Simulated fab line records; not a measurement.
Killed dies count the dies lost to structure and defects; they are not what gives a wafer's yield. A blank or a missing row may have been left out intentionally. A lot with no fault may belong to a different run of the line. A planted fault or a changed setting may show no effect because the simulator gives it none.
Matching of chambers || flow n5Finfet || 4 sister chambers for N5_BEOL_M9_CMP_52 on cmp-04
The step polishes, stops on SiCOH lowk, t overpolish 7 s, target thk 140 nm. 14 wafers are shown with their chamber, then 7 later ones without.

## WAFERS, EACH WITH ITS CHAMBER
{"wafer": "L082.3", "chamber": 0, "motorCurrentA (A)": 6.1, "timeToEndpointS (s)": 69, "clearingPlatenRpm (rpm)": 50.018}
{"wafer": "L082.4", "chamber": 1, "motorCurrentA (A)": 6.0, "timeToEndpointS (s)": 65, "clearingPlatenRpm (rpm)": 50.031}
{"wafer": "L082.6", "chamber": 0, "motorCurrentA (A)": 6.5, "timeToEndpointS (s)": 68, "clearingPlatenRpm (rpm)": 50.014}
{"wafer": "L084.1", "chamber": 3, "motorCurrentA (A)": 8.2, "timeToEndpointS (s)": 66, "clearingPlatenRpm (rpm)": 49.988}
{"wafer": "L084.3", "chamber": 2, "motorCurrentA (A)": 6.5, "timeToEndpointS (s)": 62, "clearingPlatenRpm (rpm)": 49.982}
{"wafer": "L084.5", "chamber": 2, "motorCurrentA (A)": 6.6, "timeToEndpointS (s)": 63, "clearingPlatenRpm (rpm)": 49.985}
{"wafer": "L091.1", "chamber": 2, "motorCurrentA (A)": 6.4, "timeToEndpointS (s)": 65, "clearingPlatenRpm (rpm)": 49.987}
{"wafer": "L091.2", "chamber": 0, "motorCurrentA (A)": 5.7, "timeToEndpointS (s)": 66, "clearingPlatenRpm (rpm)": 50.003}
{"wafer": "L091.4", "chamber": 1, "motorCurrentA (A)": 5.9, "timeToEndpointS (s)": 65, "clearingPlatenRpm (rpm)": 50.001}
{"wafer": "L092.2", "chamber": 3, "motorCurrentA (A)": 8.4, "timeToEndpointS (s)": 68, "clearingPlatenRpm (rpm)": 50.014}
{"wafer": "L092.4", "chamber": 0, "motorCurrentA (A)": 6.2, "timeToEndpointS (s)": 69, "clearingPlatenRpm (rpm)": 50.026}
{"wafer": "L092.5", "chamber": 0, "motorCurrentA (A)": 6.3, "timeToEndpointS (s)": 67, "clearingPlatenRpm (rpm)": 50.020}
{"wafer": "L093.2", "chamber": 3, "motorCurrentA (A)": 7.7, "timeToEndpointS (s)": 70, "clearingPlatenRpm (rpm)": 50.009}
{"wafer": "L093.4", "chamber": 1, "motorCurrentA (A)": 5.4, "timeToEndpointS (s)": 66, "clearingPlatenRpm (rpm)": 50.010}

SIGNATURES (means of the wafers above)
{"reading": "motorCurrentA", "chamber 0": 6.160, "chamber 1": 5.767, "chamber 2": 6.500, "chamber 3": 8.100, "scatter within a chamber": 0.29}
{"reading": "timeToEndpointS", "chamber 0": 67.80, "chamber 1": 65.33, "chamber 2": 63.33, "chamber 3": 68.00, "scatter within a chamber": 1.42}
{"reading": "clearingPlatenRpm", "chamber 0": 50.01620, "chamber 1": 50.01400, "chamber 2": 49.98467, "chamber 3": 50.00367, "scatter within a chamber": 0.0108}
Rule: a wafer's distance from a chamber is the root of the sum, over the readings, of the square of ((its reading less the chamber's mean) divided by the reading's scatter). The wafer belongs to the nearest chamber; if the next one is less than 2 further off, it can't be placed. The scatter: the root of (the sum of the squares of (reading less its chamber's mean) over the shown wafers, divided by (wafers less chambers)).

## WAFERS WITH NO CHAMBER GIVEN
{"wafer": "L093.6", "motorCurrentA (A)": 7.9, "timeToEndpointS (s)": 69, "clearingPlatenRpm (rpm)": 50.054}
{"wafer": "L094.4", "motorCurrentA (A)": 6.6, "timeToEndpointS (s)": 67, "clearingPlatenRpm (rpm)": 50.028}
{"wafer": "L094.5", "motorCurrentA (A)": 5.8, "timeToEndpointS (s)": 66, "clearingPlatenRpm (rpm)": 50.052}
{"wafer": "L094.6", "motorCurrentA (A)": 8.1, "timeToEndpointS (s)": 67, "clearingPlatenRpm (rpm)": 49.983}
{"wafer": "L076.2", "motorCurrentA (A)": 6.1, "timeToEndpointS (s)": 71, "clearingPlatenRpm (rpm)": 50.035}
{"wafer": "L076.3", "motorCurrentA (A)": 5.6, "timeToEndpointS (s)": 68, "clearingPlatenRpm (rpm)": 50.014}
{"wafer": "L076.5", "motorCurrentA (A)": 6.3, "timeToEndpointS (s)": 69, "clearingPlatenRpm (rpm)": 50.024}

## THE CHAMBER EACH PASSED THROUGH
{"wafer": "L093.6", "from the rows above": 3, "in truth": 3}
{"wafer": "L094.4", "from the rows above": "can't be placed: 0 or 1", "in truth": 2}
{"wafer": "L094.5", "from the rows above": "can't be placed: 1 or 0", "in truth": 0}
{"wafer": "L094.6", "from the rows above": 3, "in truth": 3}
{"wafer": "L076.2", "from the rows above": "can't be placed: 0 or 1", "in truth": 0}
{"wafer": "L076.3", "from the rows above": "can't be placed: 0 or 1", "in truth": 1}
{"wafer": "L076.5", "from the rows above": 0, "in truth": 0}
Correct placement for 3 of the 7. From these rows, 4 cannot be placed; in 3 the true chamber is one of the candidates. 0 placed wrongly.
